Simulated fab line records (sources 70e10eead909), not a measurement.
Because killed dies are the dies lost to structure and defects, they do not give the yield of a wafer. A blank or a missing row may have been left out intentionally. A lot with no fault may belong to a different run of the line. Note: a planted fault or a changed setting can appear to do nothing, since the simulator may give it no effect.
fab line records -- flow nand_harc
record lots=6, wafers=18, last_day=32
route steps=1302 shown P_CONTACT@237
lots that met no fault: taken from a fault-free run of the same line
start_h: hours from the record's first day to the start of the lot's first wafer shown -- wait_h: hours since the lot's step before -- " the same as in the row above -- L1.1+2: a row that stands for several wafers -- - no value present, or no start provided -- * or withheld: withheld -- < > ~ a bound
route shown NAME@n: a module of which the file shows steps, and the number in the route of the first -- usual: average and standard deviation across the fault-free wafers -- same: alike in all rows -- chamber/n: place in a boat -- sites: the reading at each site -- _std_site: their standard deviation -- _edge_site: outer sites' mean less inner sites' -- radius_mm: for every site, how far away it sits from the centre of the wafer -- mask NAME#n: copy n -- behind: tool/chamber where the wafer was last shaped -- hold: cause of the lot's hold/its duration in hours/its outcome -- device: the transistor (n, p or np) that didn't switch -- end of line: at the end of the route, the tests of the same wafers -- a step without rows: its recipe alone -- killed: dies lost to structure and defects at the first sort, not the wafer's yield -- map: per-die view of a wafer (x killed, . not killed, _ where there is no die)
set.NAME: setting as actually run; set.NAME@STEP: the setting as run at that earlier step -- model.NAME: the simulator's own value behind a step, which no gauge read
lots at selected steps of the route; one table per step, one row per wafer
services: from which hour (start_h, from the record's first day; less than 0 if before it) a tool's chamber was out of use, for how many hours, and why
## steps
# step NHARC_P_CONTACT_ETCH_36
# recipe target_depth_a=2600, over_etch_frac=0.25, time_s=406.25, ion_energy_ev=200, n2_flow_sccm=150, h2_flow_sccm=150, ar_flow_sccm=0, rf_w=400, bias_w=150, chemistry=N2/H2
# usual drypump_motor_current_A=5.6/0.44, h2_flow_sccm=150.0/0.46, oes_product_au=0.999/0.0091, rf_vpp_V=431.4/2.8, showerhead_plenum_p_Torr=2.07/0.096, throttle_valve_pct=14.171/0.0085
# same time_s=406.25
lot.wafer,tool,chamber,start_h,wait_h,drypump_motor_current_A,h2_flow_sccm,oes_product_au,rf_hours_counter_h,rf_vpp_V,showerhead_plenum_p_Torr,throttle_valve_pct
L535.4,rie_diel-13,2,-,-,5.5,150.2,0.996,6.3,434.1,2.17,14.171
L535.3,rie_diel-13,3,-,-,6.0,150.2,1.002,6.7,434.8,2.18,14.175
L535.5,rie_diel-13,1,-,-,5.3,150.2,0.992,-,433.2,2.12,14.186
L544.3,rie_diel-02,2,-,-,5.6,149.4,0.989,0.1,434.6,2.18,14.165
L544.6,rie_diel-02,1,-,-,5.7,150.2,0.986,-,429.1,2.04,14.167
L544.5,rie_diel-02,2,-,-,5.6,149.1,0.988,-,433.0,2.18,14.185
L543.1,rie_diel-13,3,-,-,6.1,149.6,0.987,1.7,434.2,2.18,14.172
L543.6,rie_diel-13,3,-,-,6.1,150.1,0.989,-,433.6,2.18,14.187
L543.5,rie_diel-13,0,-,-,5.8,149.2,0.989,-,427.3,1.90,14.180
L550.3,rie_diel-02,1,-,-,5.7,150.6,0.989,2.5,431.5,2.04,14.166
L550.2,rie_diel-02,0,-,-,5.0,149.9,1.008,2.5,431.3,2.09,14.176
L550.5,rie_diel-02,2,-,-,5.6,150.1,1.001,-,434.0,2.18,14.163
L553.4,rie_diel-13,2,-,-,5.6,150.1,1.000,8.0,433.3,2.17,14.175
L553.3,rie_diel-13,3,-,-,6.1,150.2,0.999,7.1,434.4,2.18,14.178
L553.1,rie_diel-13,1,-,-,5.3,150.0,0.996,8.1,433.0,2.12,14.156
L555.2,rie_diel-06,2,-,-,5.6,149.9,1.009,0.4,432.9,2.16,14.182
L555.1,rie_diel-06,0,-,-,5.6,149.6,0.982,0.3,427.5,1.89,14.165
L555.5,rie_diel-06,3,-,-,6.2,150.0,1.005,-,430.2,2.02,14.170
# step NHARC_P_CONTACT_ETCH_18
# recipe target_depth_a=4810, time_s=240.5, c4f8_flow_sccm=20, o2_flow_sccm=10, ar_flow_sccm=withheld, rf_w=600, bias_w=1500, chemistry=C4F8/O2/Ar
# step NHARC_P_CONTACT_STRIP_37
# recipe c4f8_flow_sccm=withheld, o2_flow_sccm=8, ar_flow_sccm=withheld, bias_w=0, chemistry=C4F8/O2/Ar
# step NHARC_P_CONTACT_ETCH_31
# recipe target_depth_a=300, time_s=85.7, ion_energy_ev=120, over_etch_frac=1, ch3f_flow_sccm=50, o2_flow_sccm=30, ar_flow_sccm=200, rf_w=500, bias_w=100, chemistry=CH3F/O2
# usual drypump_motor_current_A=5.6/0.44, oes_product_au=0.975/0.013, rf_vpp_V=244.7/1.8, showerhead_plenum_p_Torr=2.49/0.11, throttle_valve_pct=20.663/0.009
# same time_s=85.7
lot.wafer,tool,chamber,start_h,wait_h,drypump_motor_current_A,oes_product_au,rf_hours_counter_h,rf_vpp_V,showerhead_plenum_p_Torr,throttle_valve_pct
L535.3,rie_diel-13,0,-,-,5.8,0.998,7.1,241.6,2.30,20.666
L535.4,rie_diel-13,1,-,-,5.3,0.988,6.5,246.8,2.55,20.654
L535.5,rie_diel-13,0,-,-,5.8,0.991,-,241.5,2.30,20.673
L544.3,rie_diel-02,2,-,-,5.6,0.972,0.3,246.5,2.62,20.667
L544.5,rie_diel-02,1,-,-,5.7,0.985,-,244.3,2.46,20.678
L544.6,rie_diel-02,2,-,-,5.6,0.972,-,246.2,2.62,20.671
L543.1,rie_diel-13,0,-,-,5.8,0.968,3.4,242.6,2.30,20.673
L543.6,rie_diel-13,2,-,-,5.5,0.982,-,247.3,2.60,20.658
L543.5,rie_diel-13,3,-,-,6.0,0.970,-,248.6,2.62,20.650
L550.2,rie_diel-02,2,-,-,5.6,0.987,3.1,247.3,2.62,20.649
L550.3,rie_diel-02,3,-,-,6.2,0.985,2.5,245.6,2.49,20.662
L550.5,rie_diel-02,2,-,-,5.6,0.973,-,245.4,2.62,20.673
L553.1,rie_diel-13,0,-,-,5.8,0.965,8.5,242.0,2.30,20.677
L553.3,rie_diel-13,1,-,-,5.3,0.969,8.3,246.1,2.55,20.662
L553.4,rie_diel-13,2,-,-,5.6,0.977,8.2,246.1,2.60,20.662
L555.1,rie_diel-06,1,-,-,4.7,0.981,0.5,244.1,2.47,20.663
L555.2,rie_diel-06,3,-,-,6.2,0.985,0.7,243.9,2.44,20.652
L555.5,rie_diel-06,2,-,-,5.6,0.988,-,245.9,2.59,20.666
# step NHARC_P_CONTACT_CD_MEAS_19
# usual cd_nm=89.5/1.8
lot.wafer,tool,chamber,start_h,wait_h,cd_nm
L535.3,cd_sem-01,-,134.75,-,89.2
L535.4,cd_sem-01,-,134.75,-,90.2
L535.5,cd_sem-01,-,134.75,-,89.7
L544.3,cd_sem-01,-,228.37,-,92.0
L544.5,cd_sem-01,-,228.37,-,92.3
L544.6,cd_sem-01,-,228.37,-,86.2
L543.1,cd_sem-01,-,228.85,-,91.4
L543.5,cd_sem-01,-,228.85,-,89.1
L543.6,cd_sem-01,-,228.85,-,92.0
L550.2,cd_sem-01,-,289.85,-,88.0
L550.3,cd_sem-01,-,289.85,-,89.0
L550.5,cd_sem-01,-,289.85,-,89.9
L553.1,cd_sem-03,-,317.39,-,92.4
L553.3,cd_sem-03,-,317.39,-,88.6
L553.4,cd_sem-03,-,317.39,-,89.0
L555.1,cd_sem-02,-,335.34,-,88.7
L555.2,cd_sem-02,-,335.34,-,92.2
L555.5,cd_sem-02,-,335.34,-,89.9
# step NHARC_P_CONTACT_STRIP_28
# recipe o2_flow_sccm=500, ar_flow_sccm=0, bias_w=0, chemistry=O2
# step NHARC_P_CONTACT_STRIP_29
# recipe time_s=1200, temp_c=72.5, chemistry=post_etch_residue_remover
# step NHARC_P_CONTACT_DEGAS_38
# recipe temp_c=300, time_s=60
# usual heater_power_w=454/55
# same time_s=60
lot.wafer,tool,chamber,start_h,wait_h,heater_power_w
L535.4,pvd_sputter-01,-,135.46,-,406
L535.3,pvd_sputter-01,-,135.46,-,457
L535.5,pvd_sputter-01,-,135.46,-,493
L544.3,pvd_sputter-03,-,229.09,-,521
L544.6,pvd_sputter-03,-,229.09,-,544
L544.5,pvd_sputter-03,-,229.09,-,522
L543.1,pvd_sputter-03,-,229.62,-,533
L543.6,pvd_sputter-03,-,229.62,-,518
L543.5,pvd_sputter-03,-,229.62,-,472
L550.3,pvd_sputter-01,-,290.55,-,466
L550.2,pvd_sputter-01,-,290.55,-,417
L550.5,pvd_sputter-01,-,290.55,-,412
L553.4,pvd_sputter-02,-,318.10,-,478
L553.3,pvd_sputter-02,-,318.10,-,357
L553.1,pvd_sputter-02,-,318.10,-,383
L555.1,pvd_sputter-02,-,336.07,-,431
L555.2,pvd_sputter-02,-,336.07,-,478
L555.5,pvd_sputter-02,-,336.07,-,377
# step NHARC_P_CONTACT_PRE_CLEAN_39
# recipe time_s=19.5, bias_v=250, gas=Ar
# step NHARC_P_CONTACT_PVD_32
# recipe target_thk_a=50, chamber_pressure_pa=5, power_w=5000, substrate_temp_c=200, time_s=17.7, material=Ti
# usual chamber_pressure_pa=5.001/0.011, substrate_temp_c=199.98/0.17, throttle_valve_pct=30.0/0.69
# same time_s=17.7
lot.wafer,tool,chamber,start_h,wait_h,chamber_pressure_pa,substrate_temp_c,throttle_valve_pct
L535.3,pvd_sputter-01,-,-,-,4.992,200.02,30.5
L535.4,pvd_sputter-01,-,-,-,4.997,200.03,28.9
L535.5,pvd_sputter-01,-,-,-,4.990,199.95,30.1
L544.3,pvd_sputter-03,-,-,-,5.008,199.81,29.1
L544.5,pvd_sputter-03,-,-,-,4.988,200.03,30.3
L544.6,pvd_sputter-03,-,-,-,5.006,199.74,30.7
L543.1,pvd_sputter-03,-,-,-,5.014,200.01,29.4
L543.6,pvd_sputter-03,-,-,-,5.008,199.95,30.1
L543.5,pvd_sputter-03,-,-,-,5.000,200.05,30.6
L550.3,pvd_sputter-01,-,-,-,5.019,200.19,30.1
L550.2,pvd_sputter-01,-,-,-,5.003,199.99,28.5
L550.5,pvd_sputter-01,-,-,-,5.003,200.17,30.0
L553.1,pvd_sputter-02,-,-,-,5.024,199.77,30.3
L553.3,pvd_sputter-02,-,-,-,5.015,199.75,30.1
L553.4,pvd_sputter-02,-,-,-,4.995,199.90,31.5
L555.1,pvd_sputter-02,-,-,-,4.994,200.14,31.6
L555.2,pvd_sputter-02,-,-,-,4.995,199.82,29.7
L555.5,pvd_sputter-02,-,-,-,5.009,200.06,31.5
# step NHARC_P_CONTACT_ALD_22
# recipe target_thk_a=30, pulse_time_s=1, ald_cycles=150, temp_c=450, material=TiN
# step NHARC_P_CONTACT_CVD_23
# recipe target_thk_a=2000, temp_c=300, pressure_torr=40, wf6_flow_sccm=40, h2_flow_sccm=1600, ar_flow_sccm=1560, time_s=557, material=W
# usual heater_power_w=469/47, mfc_h2_sccm=1600/4.5, throttle_valve_pct=7.9/0.41
# same time_s=557
lot.wafer,tool,chamber,start_h,wait_h,heater_power_w,mfc_h2_sccm,throttle_valve_pct
L535.3,cvd_w-01,1,-,-,410,1603,8.2
L535.4,cvd_w-01,0,-,-,554,1608,6.9
L535.5,cvd_w-01,1,-,-,408,1598,8.2
L544.3,cvd_w-02,1,-,-,458,1606,8.0
L544.5,cvd_w-02,0,-,-,441,1595,8.0
L544.6,cvd_w-02,1,-,-,463,1602,7.9
L543.1,cvd_w-01,1,-,-,412,1595,8.1
L543.5,cvd_w-01,1,-,-,437,1593,8.2
L543.6,cvd_w-01,0,-,-,536,1611,7.4
L550.2,cvd_w-02,1,-,-,464,1598,8.0
L550.3,cvd_w-02,0,-,-,448,1598,7.8
L550.5,cvd_w-02,0,-,-,433,1598,7.7
L553.1,cvd_w-02,1,-,-,481,1594,7.9
L553.4,cvd_w-02,1,-,-,464,1594,7.8
L553.3,cvd_w-02,0,-,-,432,1597,8.2
L555.1,cvd_w-02,1,-,-,472,1593,8.0
L555.2,cvd_w-02,0,-,-,452,1596,8.1
L555.5,cvd_w-02,1,-,-,480,1597,7.9
# step NHARC_P_CONTACT_CMP_24
# recipe t_overpolish_s=30, target_thk_nm=200
# usual motor_current_A=12.2/0.76, overpolish_run_s=30.001/0.0089, time_to_endpoint_s=40.5/2.4
lot.wafer,tool,chamber,start_h,wait_h,motor_current_A,overpolish_run_s,time_to_endpoint_s
L535.3,cmp-04,1,136.58,0.4,11.4,30.000,40.4
L535.4,cmp-04,3,136.58,0.4,10.5,29.991,41.6
L535.5,cmp-04,0,136.58,0.4,11.6,29.994,41.3
L544.3,cmp-03,0,230.19,0.3,13.2,7.569,83.5
L544.6,cmp-03,3,230.19,0.3,11.3,9.976,81.0
L544.5,cmp-03,0,230.19,0.3,13.5,3.874,86.8
L543.1,cmp-03,2,230.76,0.6,12.2,13.990,75.7
L543.6,cmp-03,3,230.76,0.6,12.0,13.049,76.8
L543.5,cmp-03,0,230.76,0.6,13.8,9.885,80.5
L550.2,cmp-03,2,291.67,0.5,11.5,29.990,41.1
L550.3,cmp-03,0,291.67,0.5,12.9,29.991,42.9
L550.5,cmp-03,2,291.67,0.5,11.5,30.010,37.0
L553.4,cmp-01,3,319.20,0.4,13.3,30.005,41.5
L553.1,cmp-01,1,319.20,0.4,11.8,29.996,43.0
L553.3,cmp-01,2,319.20,0.4,12.3,30.008,40.1
L555.1,cmp-01,3,337.17,0.6,13.3,30.006,40.3
L555.2,cmp-01,1,337.17,0.6,12.6,29.991,39.8
L555.5,cmp-01,2,337.17,0.6,12.5,30.002,39.3
## services
tool,chamber,start_h,hours,kind
cmp-01,-,111.04,0.7,repair
cmp-03,-,111.27,2.5,repair
cmp-01,-,121.12,0.6,repair
cmp-01,-,122.99,3.2,repair
rie_diel-06,-,130.20,9.0,pm
rie_diel-02,1,139.17,3.0,repair
cvd_w-02,0,139.28,5.0,repair
rie_diel-02,2,151.61,5.2,repair
cmp-03,-,162.79,4.0,pm
rie_diel-13,-,165.26,9.0,pm
pvd_sputter-03,-,170.00,10.0,pm
rie_diel-13,3,199.71,7.7,repair
rie_diel-02,0,207.67,6.7,repair
rie_diel-02,-,216.82,9.0,pm
pvd_sputter-01,-,226.00,10.0,pm
cmp-03,-,260.79,4.0,pm
pvd_sputter-03,-,261.07,1.8,repair
rie_diel-02,1,262.59,5.5,repair
cvd_w-02,-,269.00,13.0,pm
pvd_sputter-02,-,282.00,10.0,pm
rie_diel-13,2,286.03,8.9,repair
pvd_sputter-03,-,288.70,5.8,repair
rie_diel-13,3,311.30,4.8,repair
pvd_sputter-01,-,311.44,1.0,repair
## key
first_sign step=NHARC_P_CONTACT_CMP_24, reading=overpolish_run_s, direction=down, sigmas=99+, usual=30.001, struck=9.724
effect step=NHARC_P_CONTACT_CMP_24, reading=time_to_endpoint_s, direction=up, sigmas=16, usual=*, struck=*
met_at NHARC_P_CONTACT_CMP_24
struck_wafers L543.1,L543.5,L543.6,L544.3,L544.5,L544.6
sort_left_out L543.1,L543.5,L543.6,L544.3,L544.5,L544.6
tester_left_out L543,L544
fault kind=process_parameter_drift, tool=cmp-03, chamber=-, onset_h=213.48, steps=NHARC_P_CONTACT_CMP_24, channel=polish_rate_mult, offset=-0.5, shape=step, end_h=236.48
# tester_left_out: of these lots the tester's yield and bins aren't shown, on N5 and GAA mostly nor the transistor test; their killed dies are dies lost to structure and defects alone, not to doping, threshold or leakage, so they don't give the yield
# sort_left_out: the simulated sort isn't trusted on such a fault, so these wafers' sort isn't shown, and their yield isn't known
